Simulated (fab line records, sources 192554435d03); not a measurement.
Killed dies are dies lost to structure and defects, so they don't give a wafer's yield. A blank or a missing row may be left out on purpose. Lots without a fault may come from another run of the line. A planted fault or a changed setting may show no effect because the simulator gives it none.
Chamber matching | flow n5_finfet | N5_BEOL_M15_ILD_DEP_00 on pecvd-02: 3 sister chambers
The step deposits SiO2 from TEOS/O2, target thk 1629.3 nm, time 346.1 s. 27 wafers are shown with their chamber, then 12 later ones without.

WAFERS WITH THEIR CHAMBER
wafer  | chamber | throttle_valve_pct (%) | heater_power_w (W) | showerhead_plenum_p_Torr (Torr)
L074.2 | 2       | 19.0                   | 540                | 8.359
L074.4 | 2       | 19.1                   | 412                | 8.362
L074.5 | 0       | 20.4                   | 789                | 8.346
L075.3 | 1       | 17.2                   | 639                | 8.364
L075.5 | 1       | 17.5                   | 504                | 8.380
L075.6 | 2       | 18.9                   | 512                | 8.386
L077.2 | 0       | 20.4                   | 759                | 8.361
L077.4 | 0       | 20.4                   | 613                | 8.346
L077.6 | 1       | 17.4                   | 506                | 8.373
L080.2 | 0       | 20.4                   | 655                | 8.370
L080.4 | 0       | 20.2                   | 777                | 8.338
L080.6 | 2       | 19.4                   | 412                | 8.378
L083.3 | 2       | 19.4                   | 541                | 8.362
L083.4 | 0       | 20.3                   | 628                | 8.349
L083.5 | 1       | 17.2                   | 653                | 8.358
L082.2 | 0       | 20.2                   | 653                | 8.388
L082.5 | 0       | 20.4                   | 801                | 8.364
L082.6 | 2       | 19.3                   | 498                | 8.354
L086.2 | 0       | 20.3                   | 759                | 8.356
L086.3 | 2       | 19.2                   | 464                | 8.364
L086.6 | 2       | 19.3                   | 537                | 8.380
L087.1 | 1       | 17.4                   | 625                | 8.366
L087.5 | 0       | 20.2                   | 627                | 8.340
L087.6 | 1       | 17.2                   | 508                | 8.391
L089.2 | 2       | 19.4                   | 529                | 8.377
L089.4 | 0       | 20.3                   | 780                | 8.364
L089.5 | 1       | 17.4                   | 503                | 8.368

SIGNATURES (means of the wafers above)
reading                  | chamber 0 | chamber 1 | chamber 2 | scatter within a chamber
throttle_valve_pct       | 20.318    | 17.329    | 19.222    | 0.136
heater_power_w           | 712.82    | 562.57    | 493.89    | 68
showerhead_plenum_p_Torr | 8.35655   | 8.37143   | 8.36911   | 0.0128
Rule: a wafer's distance from a chamber is the root of the sum, over the readings, of the square of ((its reading less the chamber's mean) divided by the reading's scatter). The wafer belongs to the nearest chamber; if the next one is less than 2 further off, it can't be placed. The scatter: the root of (the sum of the squares of (reading less its chamber's mean) over the shown wafers, divided by (wafers less chambers)).

WAFERS WITHOUT THEIR CHAMBER
wafer  | throttle_valve_pct (%) | heater_power_w (W) | showerhead_plenum_p_Torr (Torr)
L092.2 | 19.2                   | 462                | 8.393
L092.3 | 20.2                   | 704                | 8.317
L092.4 | 17.3                   | 661                | 8.366
L093.1 | 17.3                   | 618                | 8.373
L093.2 | 20.3                   | 697                | 8.337
L093.5 | 20.1                   | 645                | 8.344
L094.1 | 17.4                   | 627                | 8.371
L094.5 | 20.3                   | 627                | 8.339
L094.6 | 19.6                   | 410                | 8.386
L095.1 | 17.4                   | 583                | 8.368
L095.3 | 19.5                   | 521                | 8.393
L095.4 | 17.4                   | 640                | 8.355

WHICH CHAMBER EACH WENT THROUGH
wafer  | from the rows above | in truth
L092.2 | 2                   | 2
L092.3 | 0                   | 0
L092.4 | 1                   | 1
L093.1 | 1                   | 1
L093.2 | 0                   | 0
L093.5 | 0                   | 0
L094.1 | 1                   | 1
L094.5 | 0                   | 0
L094.6 | 2                   | 2
L095.1 | 1                   | 1
L095.3 | 2                   | 2
L095.4 | 1                   | 1
Placed correctly: 12 of 12. Can't be placed from these rows: 0. Placed wrongly: 0.
